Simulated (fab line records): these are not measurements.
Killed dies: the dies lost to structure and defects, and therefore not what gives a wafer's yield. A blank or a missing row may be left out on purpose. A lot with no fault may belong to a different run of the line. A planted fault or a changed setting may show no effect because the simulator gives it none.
What tool caused it? ; flow n5_finfet ; 12 lots, 36 wafers sampled, at 1 step of a route of 1938

WHAT THE GAUGES SHOWED, per wafer
N5_BEOL_M2_THK_MEAS_53: measures by xrf.
lot;measured;on;M2_THK (nm)
L075;day 7 05:22;film_metro-02;41.2 38.7 41.7
L078;day 9 18:17;film_metro-02;33.6 41.1 41.6
L076;day 9 21:54;film_metro-01;36.8 40.4 39.8
L079;day 10 00:39;film_metro-01;41.2 40.1 33.9
L082;day 10 08:12;film_metro-02;41.3 33.7 42.1
L085;day 10 12:07;film_metro-01;41.6 39.2 39.9
L086;day 10 14:58;film_metro-01;39.3 38.0 37.6
L089;day 11 05:20;film_metro-02;39.0 41.9 42.2
L091;day 12 02:44;film_metro-02;36.9 37.5 39.0
L093;day 12 15:04;film_metro-02;39.2 37.8 41.1
L095;day 12 20:15;film_metro-02;39.1 39.7 40.7
L097;day 13 12:27;film_metro-02;40.9 40.8 42.3

WHAT TOOL EACH LOT RAN ON (gives the tool, then ch and the chambers of the sampled wafers, and finally the start)
Before these readings, the record contains no process step.

THE ANSWER, worked out from the rows above alone
Rule: the usual values come from the lots themselves. The widest of any qualifying gaps counts: lots, ordered by their means at a reading, are off when they make up no more than a third of the lots, leave a main group of 4 or more, and stand apart from it by 3 or more times the standard deviation of that group's means. A main group whose means are all the same, to the digits that the tables above print for the reading, isn't used. Also off: a lot with no number at a reading for which 4 or more lots have one. The other lots that the step has rows for count as sound.
No lot is off on any of the readings shown, so nothing can be concluded from this.

WHAT HAD BEEN PUT IN BY THE SIMULATOR
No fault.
